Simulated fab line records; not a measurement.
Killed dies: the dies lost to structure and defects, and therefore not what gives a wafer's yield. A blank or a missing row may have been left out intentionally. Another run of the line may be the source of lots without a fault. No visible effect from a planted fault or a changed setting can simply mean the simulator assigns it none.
The same fault as seen by 2 desks -- flow n5Finfet -- what lay behind the numbers comes last; until then each desk has only its own

## THE METROLOGY DESK
What the gauges read, lot by lot, whatever tool the lot ran on: means of the sampled wafers that have a number. Any lot whose mean is over 4 standard deviations away from the usual mean is out of limits and marked OUT; that distance is given in the brackets. Readings shown: 7 out of 12 (the first out of limits, and those lying furthest out on some lot).
Columns: A = M0_RS at N5_BEOL_M0_RS_MEAS_126, usual 0.529 ohm/sq; B = DIBL_N at N5_BEOL_M4_RC_MEAS_101, usual 36.0 mV/V; C = DIBL_P at N5_BEOL_M4_RC_MEAS_101, usual 36.3 mV/V; D = IOFF_N at N5_BEOL_M4_RC_MEAS_101, usual 0.16 nA/um; E = IOFF_P at N5_BEOL_M4_RC_MEAS_101, usual 0.21 nA/um; F = SS_N at N5_BEOL_M4_RC_MEAS_101, usual 71.4 mV/dec; G = VT_P at N5_BEOL_M4_RC_MEAS_101, usual -250.9 mV
lot,first seen here,A,B,C,D,E,F,G
L453,day 6 03:05,0.541,39.1,38.5,0.22,0.28,71.8,-244.6
L454,day 6 12:35,0.521,36.9,37.8,0.19,0.25,72.5,-249.0
L455,day 6 14:37,0.525,36.9,38.3,0.19,0.23,71.3,-247.7
L456,day 6 19:41,0.541,33.7,32.4,0.14,0.19,71.1,-249.3
L458,day 7 10:51,0.524,34.2,34.7,0.12,0.17,71.0,-253.8
L462,day 8 09:16,0.438 (-6.1) OUT,37.3,37.3,0.19,0.22,71.9,-251.5
L470,day 10 06:11,0.519,35.2,37.0,0.16,0.21,71.2,-249.5
L473,day 11 06:05,0.522,35.5,35.1,0.14,0.19,71.1,-251.4
L474,day 11 10:54,0.536,36.0,34.9,0.14,0.20,71.1,-252.1
L476,day 12 00:07,0.518,38.1,37.2,0.17,0.22,71.9,-250.7
This desk reports L462 out of limits; the earliest was L462 at day 8 09:16 (M0_RS at N5_BEOL_M0_RS_MEAS_126). L453, L454, L455, L456, L458, L470, L473, L474, L476: within limits.

## AT THE TOOL OWNER'S DESK: pecvd-01
The tool's own readings at N5_BEOL_M0_SAQP_ILD_DEP_01 (deposits SiOC from DEMS/O2, target thk 45.419 nm, time 8.7 s): means of the sampled wafers that have a number, for each lot that ran on this tool. Any lot whose mean is over 4 standard deviations away from the usual mean is out of limits and marked OUT; that distance is given in the brackets.
Columns: A = heaterPowerW at N5_BEOL_M0_SAQP_ILD_DEP_01, usual 541 W; B = showerheadPlenumPTorr at N5_BEOL_M0_SAQP_ILD_DEP_01, usual 5.690 Torr; C = throttleValvePct at N5_BEOL_M0_SAQP_ILD_DEP_01, usual 12.0 %
lot,first seen here,A,B,C
L453,day 5 15:55,528,5.685,10.9
L454,day 5 22:38,479,5.673,11.4
L455,day 6 01:46,580,5.683,11.3
L458,day 6 18:32,530,5.690,11.6
L462,day 7 16:52,596,5.681,11.1
L473,day 10 17:53,542,5.685,12.0
L474,day 10 20:53,535,5.685,11.7
L476,day 11 04:47,455,5.683,12.2
Result from this desk: across the 8 lots, nothing is out of limits.

## TAKEN TOGETHER
On L462, the metrology desk was in a position to raise an alarm at day 8 09:16.
Nothing out of limits was seen by the tool owner's desk.
The tool owner's desk has L462 on record, within its limits.
Of the lots named, all ran N5_BEOL_M0_SAQP_ILD_DEP_01 on pecvd-01.

## WHAT WAS PUT IN BY THE SIMULATOR
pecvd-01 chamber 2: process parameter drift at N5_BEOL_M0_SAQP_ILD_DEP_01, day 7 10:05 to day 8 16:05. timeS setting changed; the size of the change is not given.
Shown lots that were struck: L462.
Hours from the fault's start to each desk's first reading out of limits: the metrology desk, 23.
